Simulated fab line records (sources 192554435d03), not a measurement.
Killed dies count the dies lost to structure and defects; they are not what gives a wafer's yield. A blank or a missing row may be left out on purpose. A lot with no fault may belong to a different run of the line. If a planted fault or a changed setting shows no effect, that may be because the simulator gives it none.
Split-lot experiment + flow n5-finfet + 39 wafers read from 7 lots, route of 1938 steps

== SPLIT DETAILS ==
At N5_BEOL_M0_SAQP_PECVD_96 (deposits a-Si from SiH4/He, target thk 45 nm, time 45.2 s), the setting time-s was moved away from the recipe's 45.2 s on 18 of the 39 wafers read, by -56.2% to -17.9%. The other wafers ran this setting at the recipe's value.

== FROM THE SPLIT TO THE READING: what the file shows between them, 4 steps ==
- N5_BEOL_M0_SAQP_PECVD_97: deposits SiNx from SiH4/NH3/N2, target thk 23 nm, time 19.9 s
- N5_BEOL_M0_SAQP_PECVD_04: deposits a-Si from SiH4/He, target thk 60 nm, time 60.2 s
- N5_BEOL_M0_SAQP_ETCH_101: etches SiNx in CH3F/O2, target depth 29.9 nm, time 42.7 s
- N5_BEOL_M0_SAQP_ETCH_102: etches SiO2 in CF4, target depth 4 nm, time 4.4 s

== THE READING ==
oes-product-au, in a.u., at N5_BEOL_M0_SAQP_MANDREL_ETCH_103 (etches a-Si in HBr/Cl2, stops on SiCN, target depth 45 nm, bt time 10 s, time 27 s). A value of 0.685 a.u. with a standard deviation of 0.0095 a.u. is what fault-free wafers of this fab line usually give.

| wafer  | tool, chamber at the split | time-s as run, s | against the recipe | oes-product-au, a.u. | against lot-mates on the recipe |
|--------|----------------------------|------------------|--------------------|----------------------|---------------------------------|
| L080.1 | pecvd-01, 2                | 26.32            | -41.8%             | 0.509                | -0.179                          |
| L080.2 | pecvd-01, 0                | 45.2             | recipe             | 0.681                | -                               |
| L080.3 | pecvd-01, 1                | 26.32            | -41.8%             | 0.514                | -0.174                          |
| L080.4 | pecvd-01, 2                | 26.32            | -41.8%             | 0.524                | -0.164                          |
| L080.5 | pecvd-01, 1                | 45.2             | recipe             | 0.676                | -                               |
| L080.6 | pecvd-01, 0                | 45.2             | recipe             | 0.706                | -                               |
| L081.1 | pecvd-03, 0                | 45.2             | recipe             | 0.686                | -                               |
| L081.2 | pecvd-03, 1                | 45.2             | recipe             | 0.682                | -                               |
| L081.3 | pecvd-03, 2                | 27.92            | -38.2%             | 0.533                | -0.157                          |
| L081.4 | pecvd-03, 1                | 45.2             | recipe             | 0.701                | -                               |
| L081.5 | pecvd-03, 2                | 27.92            | -38.2%             | 0.538                | -0.152                          |
| L081.6 | pecvd-03, 0                | 27.92            | -38.2%             | 0.538                | -0.152                          |
| L083.1 | pecvd-04, 2                | 45.2             | recipe             | 0.675                | -                               |
| L083.2 | pecvd-04, 1,0              | 37.12            | -17.9%             | 0.623                | -0.067                          |
| L083.3 | pecvd-04, 1,0              | 37.12            | -17.9%             | 0.603                | -0.087                          |
| L083.4 | pecvd-04, 0                | 45.2             | recipe             | 0.697                | -                               |
| L083.5 | pecvd-04, 2                | 37.12            | -17.9%             | 0.609                | -0.081                          |
| L083.6 | pecvd-04, 1                | 45.2             | recipe             | 0.698                | -                               |
| L086.2 | pecvd-04, 2                | 45.2             | recipe             | 0.680                | -                               |
| L086.3 | pecvd-04, 0                | 45.2             | recipe             | 0.696                | -                               |
| L086.5 | pecvd-04, 2                | 45.2             | recipe             | 0.698                | -                               |
| L089.1 | pecvd-01, 0                | 19.79            | -56.2%             | 0.458                | -0.226                          |
| L089.2 | pecvd-01, 1                | 45.2             | recipe             | 0.684                | -                               |
| L089.3 | pecvd-01, 2                | 19.79            | -56.2%             | 0.480                | -0.204                          |
| L089.4 | pecvd-01, 1                | 19.79            | -56.2%             | 0.452                | -0.232                          |
| L089.5 | pecvd-01, 0                | 45.2             | recipe             | 0.693                | -                               |
| L089.6 | pecvd-01, 2                | 45.2             | recipe             | 0.676                | -                               |
| L091.1 | pecvd-01, 2                | 24.68            | -45.4%             | 0.503                | -0.171                          |
| L091.2 | pecvd-01, 1                | 24.68            | -45.4%             | 0.495                | -0.179                          |
| L091.3 | pecvd-01, 0                | 45.2             | recipe             | 0.677                | -                               |
| L091.4 | pecvd-01, 2                | 24.68            | -45.4%             | 0.503                | -0.171                          |
| L091.5 | pecvd-01, 0                | 45.2             | recipe             | 0.680                | -                               |
| L091.6 | pecvd-01, 1                | 45.2             | recipe             | 0.664                | -                               |
| L096.1 | pecvd-01, 2,0              | 45.2             | recipe             | 0.678                | -                               |
| L096.2 | pecvd-01, 1                | 25.15            | -44.4%             | 0.496                | -0.194                          |
| L096.3 | pecvd-01, 2,0              | 45.2             | recipe             | 0.696                | -                               |
| L096.4 | pecvd-01, 1                | 25.15            | -44.4%             | 0.510                | -0.180                          |
| L096.5 | pecvd-01, 0                | 45.2             | recipe             | 0.695                | -                               |
| L096.6 | pecvd-01, 2                | 25.15            | -44.4%             | 0.510                | -0.180                          |
The file does not say which wafer passed through which chamber wherever a row lists several chambers: such a row stands for several wafers.

THE FIT
A straight line over all 39 wafers: oes-product-au changes by +0.00403 a.u. for each +1% of time-s; r = +0.99; the points scatter about the line by 0.0098 a.u.
The same after taking each lot's own level away (the mean of its wafers on the recipe; 39 wafers): +0.00399 a.u. for each +1%; r = +0.99; scatter 0.0094 a.u.
According to that fit, moving time-s by its largest amount changes the reading by 0.22 a.u.
Measured against the standard deviation above, the lots' own levels, which go from 0.6737 to 0.6913 a.u., span 1.9 times it.
The two slopes agree, so the slope changes little with the lot-to-lot level.
Check: with one of the wafers moved furthest among these (-56.2%) left out of the fit, the line predicts -0.225 a.u. for it against its lot-mates. Against them it came out at -0.226 a.u.

== THESE WAFERS: OTHER SPLITS ==
Note: prior to the reading, these wafers also went through further splits. Each is held against what the fit with the lots' levels taken away leaves over:
| other split on the same wafers          | wafers away from the commonest value | r with oes-product-au (lot level and that fit taken away) |
|-----------------------------------------|--------------------------------------|-----------------------------------------------------------|
| N5_ZERO_LAYER_PECVD_02 time-s           | 15                                   | +0.14                                                     |
| N5_SD_EPI_N_ETCH_45 target-depth-a      | 12                                   | +0.09                                                     |
| N5_MOL_CONTACT_COAG_ETCHBACK_135 time-s | 18                                   | +0.10                                                     |

== THE WHOLE CHAIN: every reading that the file lists as answering this split, in the file's order ==
| step                             | what it does                                                                       | reading                                                                               | change (the file's fit)                   | r (the file's) |
|----------------------------------|------------------------------------------------------------------------------------|---------------------------------------------------------------------------------------|-------------------------------------------|----------------|
| N5_BEOL_M0_SAQP_PECVD_96         | deposits a-Si from SiH4/He, target thk 45 nm, time 45.2 s                          | a-Si_of_BEOL_M0_SAQP_PECVD_96.thk-nm (the simulator's own value, which no gauge read) | +0.451 nm for each +1% of the setting     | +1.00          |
| N5_BEOL_M0_SAQP_MANDREL_ETCH_103 | etches a-Si in HBr/Cl2, stops on SiCN, target depth 45 nm, bt time 10 s, time 27 s | oes-product-au                                                                        | +0.00401 a.u. for each +1% of the setting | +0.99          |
| N5_BEOL_M0_SAQP_MANDREL_ETCH_103 | etches a-Si in HBr/Cl2, stops on SiCN, target depth 45 nm, bt time 10 s, time 27 s | etch.depth-nm (the simulator's own value, which no gauge read)                        | +0.451 nm for each +1% of the setting     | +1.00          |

== FILE'S OWN FIT ==
oes-product-au changes by +0.00401 a.u. for each +1% of time-s, r = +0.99.
